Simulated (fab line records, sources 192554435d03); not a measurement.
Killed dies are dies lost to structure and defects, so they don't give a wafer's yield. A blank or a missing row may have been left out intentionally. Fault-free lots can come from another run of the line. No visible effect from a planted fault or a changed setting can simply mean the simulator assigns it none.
fab line records | flow n5Finfet
record: lots: 11 wafers: 31 lastDay: 18
route steps=1938 shown BEOL_M11@1553
lots that met no fault: taken from a fault-free run of the same line
startH: start of the lot's first displayed wafer, in hours after the record's first day | waitH: time in hours since the lot's previous step | " repeats the value in the row above | L1.1+2: several wafers, shown together as one row | - value missing, or start not given | * or withheld: withheld | < > ~ a bound
route shown NAME@n: a module of which the file shows steps, and the number in the route of the first | usual: average and standard deviation across the fault-free wafers | same: alike in all rows | chamber/n: place in a boat | sites: per-site readings | _std_site: standard deviation of those values | _edge_site: the outer-site mean with the inner-site mean subtracted | radiusMm: for every site, how far away it sits from the centre of the wafer | mask NAME#n: copy n | behind: tool/chamber where the wafer was last shaped | hold: why the lot went on hold/how many hours it stayed there/how the hold came to an end | device: the transistor (n, p or np) that didn't switch | end of line: tests of these same wafers at the route's end | a step without rows: its recipe alone | killed: dies lost to structure and defects at the first sort, not the wafer's yield | map: per-die view of a wafer (x killed, . not killed, _ where there is no die)
set.NAME: the setting as run; set.NAME@STEP: as run at that earlier step | model.NAME: the simulator's own value behind a step, which no gauge read
steps of the route over a sample of lots; a table a step, a row a wafer
services: from which hour (startH, from the record's first day; less than 0 if before it) a tool's chamber was out of use, for how many hours, and why
== steps ==
step: N5_BEOL_M11_ETCH_61
recipe: chemistry: CF4 target: SiARC targetDepthA: 390 maskMaterial: CAR-ArF timeS: 65 ionEnergyEv: 80 pressureMtorr: 40 sourceW: 545 biasW: 36 Ar_flow_sccm: 100 cf4FlowSccm: 100 ends: cleared
usual: drypumpMotorCurrentA: 5.7/0.4 etchRfOnTimeS: 64.8/1.5 oesProductAu: 0.68/0.081 rfVppV: 184.1/1.1 showerheadPlenumPTorr: 2.14/0.064 throttleValvePct: 15.56/0.26
columns lot.wafer tool chamber startH waitH drypumpMotorCurrentA etchRfOnTimeS oesProductAu rfHoursCounterH rfVppV showerheadPlenumPTorr throttleValvePct
L115.1 rieDiel-06 3 233.47 0.0 5.5 62.6 0.74 54 184.2 2.17 15.34
L115.2 " 1 " " 5.5 63.9 0.85 2 183.4 2.10 15.12
L115.6 " 2 " " 5.2 64.7 0.60 - 185.1 2.22 15.93
L118.1 rieDiel-01 2 253.16 0.0 5.6 64.0 0.61 203 183.8 2.13 15.49
L118.3 " 0 " " 5.4 64.2 0.67 105 183.3 2.16 15.90
L118.6 " 0 " " 5.4 63.8 0.67 - 183.1 2.16 15.90
L121.1 rieDiel-06 2 269.58 0.0 5.2 64.7 0.59 222 185.3 2.21 15.95
L121.3 " 0 " " 5.9 63.6 0.77 24 185.2 2.10 15.36
L121.5 " 3 " " 5.5 62.3 0.73 - 186.5 2.16 15.38
L122.1 rieDiel-06 2 277.38 0.0 5.2 64.7 0.59 225 184.2 2.21 15.95
L122.3 " 0 " " 5.9 63.1 0.78 26 182.8 2.09 15.33
L124.1 rieDiel-02 2 293.59 0.0 5.8 66.2 0.59 231 184.3 2.19 15.83
L124.3 " 0 " " 5.9 62.8 0.80 15 184.8 2.27 15.74
L124.6 " 1 " " 5.2 65.5 0.62 - 182.1 2.04 15.39
L125.3 rieDiel-02 1 296.46 0.0 5.2 65.3 0.62 202 184.5 2.04 15.38
L125.6 " 0 " " 5.9 63.2 0.80 - 186.3 2.27 15.73
L126.1 rieDiel-06 1 305.88 0.0 5.5 64.5 0.79 20 183.8 2.10 15.18
L126.4 " 0 " " 5.9 63.9 0.75 35 184.7 2.09 15.35
L126.5 " 0 " " 5.9 64.4 0.75 - 184.9 2.09 15.36
L128.3 rieDiel-02 1 306.62 0.0 5.2 65.4 0.62 205 182.9 2.04 15.39
L128.4 " 3 " " 6.4 68.0 0.79 8 184.6 2.10 15.30
L128.6 " 0 " " 5.9 63.5 0.78 - 186.3 2.27 15.74
L132.2 rieDiel-06 3 345.31 0.0 5.5 63.3 0.70 90 184.7 2.16 15.41
L132.4 " 2 " " 5.2 65.1 0.58 247 184.7 2.20 16.00
L132.6 " 3 " " 5.5 63.3 0.70 - 183.5 2.16 15.41
L136.1 rieDiel-01 1 368.29 0.0 6.4 65.9 0.70 79 183.9 2.09 15.52
L136.2 " 0 " " 5.4 63.4 0.65 132 183.8 2.15 15.96
L136.3 " 3 " " 5.9 64.8 0.67 150 184.7 2.23 15.63
L137.2 rieDiel-01 2 393.05 0.0 5.6 63.6 0.60 233 182.8 2.12 15.53
L137.4 " 0 " " 5.3 64.4 0.63 140 184.0 2.15 15.95
L137.6 " 3 " " 5.9 65.3 0.66 - 183.2 2.23 15.61
step: N5_BEOL_M11_EXPOSE_25
recipe: maskId: V10 na: 1.35 sourceShape: annular sigmaInner: 0.5 sigmaOuter: 0.8 polarization: unpolarized doseMj: 85.5
columns lot.wafer tool chamber startH waitH mask
L115.1+2+6 arfiScanner-03 0 234.75 - V10#0
L118.1+3+6 arfiScanner-03 0 253.91 - V10#0
L121.1+3+5 arfiScanner-02 0 271.94 - V10#0
L122.1+3 arfiScanner-03 0 280.10 - V10#0
L124.1+3+6 arfiScanner-03 0 294.77 - V10#0
L125.3+6 arfiScanner-03 0 298.05 - V10#0
L126.1+4+5 arfiScanner-01 0 307.40 - V10#0
L128.3+4+6 arfiScanner-02 0 307.59 - V10#0
L132.2+4+6 arfiScanner-02 0 346.03 - V10#0
L136.1+2+3 arfiScanner-02 0 369.88 - V10#0
L137.2+4+6 arfiScanner-02 0 393.92 - V10#0
step: N5_BEOL_M11_CD_MEAS_28
recipe: targetCdNm: 70 landingEnergyEv: 500 detector: seInlens polarity: opening
usual: cdNm: 69.6/0.93
columns lot.wafer tool chamber startH waitH cdNm
L115.1 cdSem-01 0 234.88 - 70.0
L115.2 " 0 " " 70.0
L115.6 " 0 " " 68.6
L118.1 cdSem-02 0 254.04 - 69.2
L118.3 " 0 " " 69.6
L118.6 " 0 " " 69.2
L121.1 cdSem-03 0 272.07 - 68.5
L121.3 " 0 " " 69.9
L121.5 " 0 " " 68.6
L122.1 cdSem-03 0 280.23 - 69.3
L122.3 " 0 " " 66.8
L124.1 cdSem-03 0 294.90 - 70.2
L124.3 " 0 " " 70.9
L124.6 " 0 " " 70.7
L125.3 cdSem-02 0 298.17 - 69.2
L125.6 " 0 " " 69.7
L126.1 cdSem-02 0 307.53 - 70.3
L126.4 " 0 " " 68.4
L126.5 " 0 " " 69.3
L128.3 cdSem-01 0 307.71 - 69.1
L128.4 " 0 " " 70.4
L128.6 " 0 " " 69.4
L132.2 cdSem-01 0 346.15 - 68.6
L132.4 " 0 " " 70.1
L132.6 " 0 " " 69.2
L136.1 cdSem-01 0 370.01 - 68.9
L136.2 " 0 " " 70.1
L136.3 " 0 " " 69.1
L137.2 cdSem-02 0 394.05 - 69.4
L137.4 " 0 " " 70.7
L137.6 " 0 " " 70.4
step: N5_BEOL_M11_OVL_MEAS_29
recipe: pointsPerWafer: 44
usual: V10_OVL: 0.1/0.65
columns lot.wafer tool chamber startH waitH V10_OVL[nm]
L115.1 overlay-01 0 234.91 0.0 0.0
L115.2 " 0 " " 0.3
L115.6 " 0 " " 0.2
L118.1 overlay-01 0 254.07 0.0 0.0
L118.3 " 0 " " 0.1
L118.6 " 0 " " -0.6
L121.1 overlay-01 0 272.10 0.0 0.4
L121.3 " 0 " " 0.4
L121.5 " 0 " " 0.4
L122.1 overlay-01 0 280.26 0.0 10.0
L122.3 " 0 " " 9.1
L124.1 overlay-02 0 294.93 0.0 10.0
L124.3 " 0 " " 10.3
L124.6 " 0 " " 9.6
L125.3 overlay-01 0 298.20 0.0 8.6
L125.6 " 0 " " 9.2
L126.1 overlay-01 0 307.56 0.0 0.5
L126.4 " 0 " " 0.2
L126.5 " 0 " " 1.4
L128.3 overlay-02 0 307.74 0.0 0.8
L128.4 " 0 " " -0.3
L128.6 " 0 " " 0.1
L132.2 overlay-01 0 346.18 0.0 0.3
L132.4 " 0 " " -0.2
L132.6 " 0 " " -0.3
L136.1 overlay-01 0 370.04 0.0 -0.3
L136.2 " 0 " " 1.2
L136.3 " 0 " " -0.4
L137.2 overlay-01 0 394.07 0.0 0.7
L137.4 " 0 " " -0.4
L137.6 " 0 " " 1.4
step: N5_BEOL_M11_INSPECT_30
recipe: mode: adi inspectInstrument: brightfield
usual: rawDefectCount: 469/110
columns lot.wafer tool chamber startH waitH rawDefectCount
L115.1 defectInspect-01 - 234.93 0.0 613
L115.2 " - " " 506
L115.6 " - " " 393
L118.1 defectInspect-01 - 254.10 0.0 444
L118.3 " - " " 422
L118.6 " - " " 440
L121.1 defectInspect-01 - 272.12 0.0 392
L121.3 " - " " 375
L121.5 " - " " 437
L122.1 defectInspect-01 - 280.29 0.0 384
L122.3 " - " " 459
L124.1 defectInspect-02 - 294.95 0.0 415
L124.3 " - " " 493
L124.6 " - " " 430
L125.3 defectInspect-02 - 298.23 0.0 333
L125.6 " - " " 385
L126.1 defectInspect-01 - 307.59 0.0 490
L126.4 " - " " 434
L126.5 " - " " 580
L128.3 defectInspect-02 - 307.76 0.0 399
L128.4 " - " " 494
L128.6 " - " " 372
L132.2 defectInspect-01 - 346.21 0.0 406
L132.4 " - " " 364
L132.6 " - " " 454
L136.1 defectInspect-01 - 370.07 0.0 564
L136.2 " - " " 496
L136.3 " - " " 585
L137.2 defectInspect-01 - 394.10 0.0 400
L137.4 " - " " 395
L137.6 " - " " 399
== services ==
columns tool chamber startH hours kind
arfiScanner-03 - 212.60 4.9 pm
arfiScanner-02 - 226.38 1.0 pm
arfiScanner-02 - 232.90 0.8 pm
arfiScanner-02 - 239.90 1.3 pm
arfiScanner-03 - 242.93 0.9 repair
arfiScanner-03 - 246.40 1.0 repair
rieDiel-06 1 250.77 15.2 repair
arfiScanner-02 - 280.97 1.0 pm
arfiScanner-03 - 281.97 1.0 pm
arfiScanner-03 - 284.87 3.6 repair
arfiScanner-03 - 296.22 0.4 repair
rieDiel-01 1 306.06 3.2 repair
arfiScanner-03 - 311.38 2.0 repair
rieDiel-01 2 317.52 13.2 repair
arfiScanner-03 - 319.09 1.3 pm
rieDiel-06 1 324.83 6.5 repair
arfiScanner-03 - 327.93 0.8 pm
rieDiel-06 0 329.54 6.8 repair
rieDiel-01 - 331.02 28.1 pm
arfiScanner-02 - 340.97 0.4 repair
rieDiel-06 1 347.24 8.0 repair
arfiScanner-03 - 358.61 1.0 pm
arfiScanner-02 - 365.40 1.3 pm
rieDiel-06 2 390.90 3.9 repair
== key ==
firstSign: step: N5_BEOL_M11_OVL_MEAS_29 reading: V10_OVL direction: up sigmas: 15 usual: 0.1 struck: 9.5
effect none on later readings
metAt N5_BEOL_M11_EXPOSE_25
struckLots L122,L124,L125
notActingAt N5_BEOL_M11_ETCH_61,N5_BEOL_M11_CD_MEAS_28,N5_BEOL_M11_INSPECT_30
onsetBetween 253.91 280.10
fault: kind: scannerMatchingOverlay tool: arfiScanner-03 chamber: - onsetH: 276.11 steps: N5_BEOL_M11_EXPOSE_25 offset: 9.303
